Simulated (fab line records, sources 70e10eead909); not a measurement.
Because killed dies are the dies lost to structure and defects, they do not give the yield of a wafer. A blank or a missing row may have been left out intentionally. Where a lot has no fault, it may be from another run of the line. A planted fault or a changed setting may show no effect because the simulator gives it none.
Comparing a struck lot with a sound one -- flow nandHarc -- 15 steps out of a route of 1302
Sound: these wafers, L183.4, L183.5, L183.6. The struck wafers were L182.2, L182.4, L182.5. Last of all comes the cause.
Order at every step that has rows: each side's tool, ch and its chambers, its first start. Under that, the readings that differ: sound wafers -- struck wafers -- difference of the means -- sigmas: that difference in standard deviations of wafers without a fault.
alike: words and numbers the same on both sides, and readings whose means are apart by under 2 such deviations; not compared: readings that were withheld, readings missing a value for some wafer, numbers with overlapping values and no deviation given by the record, and bounds like >300 which may hide the same value.
A row with sigmas, a row that says differs or no value, or rows on one side alone: a step with any of these is where the two part. Non-overlapping numbers with no deviation appear without sigmas and do not part them. A reading that every wafer of one side lacks parts them only if that side has two wafers or more.

NHARC_P_CONTACT_INSPECT_14:
  sound: defectInspect-01 at day 14 19:20; struck: defectInspect-02 at day 14 10:15
  alike: rawDefectCount
then, 2 steps without rows for these wafers: NHARC_P_CONTACT_DESCUM_17 (chemistry O2, time 3 s); NHARC_P_CONTACT_ETCH_35 (etches the open film in CF4, target depth 39 nm, time 65 s).
NHARC_P_CONTACT_ETCH_36: etches the open film in N2/H2, target depth 260 nm, time 406.25 s.
  sound: rieDiel-11 ch 0,1; struck: rieDiel-07 ch 0,3
  alike: drypumpMotorCurrentA, oesProductAu, rfVppV, showerheadPlenumPTorr, throttleValvePct
  not compared: rfHoursCounterH
NHARC_P_CONTACT_ETCH_18: etches the open film in C4F8/O2/Ar, target depth 481 nm, time 240.5 s.
  sound: rieDiel-11 ch 0,1,3; struck: rieDiel-07 ch 1,2
  alike: oesProductAu, rfVppV
  not compared: rfHoursCounterH
then, 1 step without rows for these wafers: NHARC_P_CONTACT_STRIP_37 (strips in C4F8/O2/Ar).
NHARC_P_CONTACT_ETCH_31: etches the open film in CH3F/O2, target depth 30 nm, time 85.7 s.
  sound: rieDiel-11 ch 0,1,2; struck: rieDiel-07 ch 1,2
reading,sound,struck,difference,sigmas
oesProductAu (a.u.),0.997 1.000 1.001,0.972 0.980 0.975,-0.024,-2
  alike: drypumpMotorCurrentA, rfVppV, showerheadPlenumPTorr, throttleValvePct
  not compared: rfHoursCounterH
NHARC_P_CONTACT_CD_MEAS_19:
  sound: cdSem-03 at day 14 20:16; struck: cdSem-03 at day 14 11:11
  alike: cdNm
then, 2 steps without rows for these wafers: NHARC_P_CONTACT_STRIP_28 (strips in O2); NHARC_P_CONTACT_STRIP_29 (strips in post etch residue remover, time 1200 s).
NHARC_P_CONTACT_DEGAS_38: time 60 s.
  sound: pvdSputter-02 at day 14 20:58; struck: pvdSputter-02 at day 14 11:53
  alike: heaterPowerW, susceptorTempC
then, 1 step without rows for these wafers: NHARC_P_CONTACT_PRE_CLEAN_39 (time 19.5 s).
NHARC_P_CONTACT_PVD_32: deposits Ti, target thk 5 nm, time 17.7 s.
  sound: pvdSputter-02 at day 14 21:08; struck: pvdSputter-02 at day 14 12:17
  alike: throttleValvePct
NHARC_P_CONTACT_ALD_22: deposits TiN, target thk 3 nm, pulse time 1 s, ald cycles 150.
  sound on aldMetal-01 ch 0,1,3, day 14 21:15; struck on aldMetal-03 ch 0,2,3, day 14 12:27
  alike: heaterPowerW, precursorPulseHeightRel, susceptorTempC
-- record jumps: 19 days between struck wafers' starts before vs after; left off in module P_CONTACT, resumes in module END, first step shown is number 1302 of the route --
NHARC_END_SORT_01:
  sound on prober-01 ch 0, day 33 06:32; struck on prober-02 ch 0, day 33 12:43
  alike: killedAtArray, killedAtOther, killedAtPeriphery, killedDies, killedOpen, killedShort

== WHERE THEY PART ==
At NHARC_P_CONTACT_ETCH_31 and nowhere else, as far as this record goes. Later steps at which nothing parts them and some readings are alike: NHARC_P_CONTACT_CD_MEAS_19, NHARC_P_CONTACT_DEGAS_38, NHARC_P_CONTACT_PVD_32, NHARC_P_CONTACT_ALD_22, NHARC_END_SORT_01.

WHY: what had been put in by the simulator
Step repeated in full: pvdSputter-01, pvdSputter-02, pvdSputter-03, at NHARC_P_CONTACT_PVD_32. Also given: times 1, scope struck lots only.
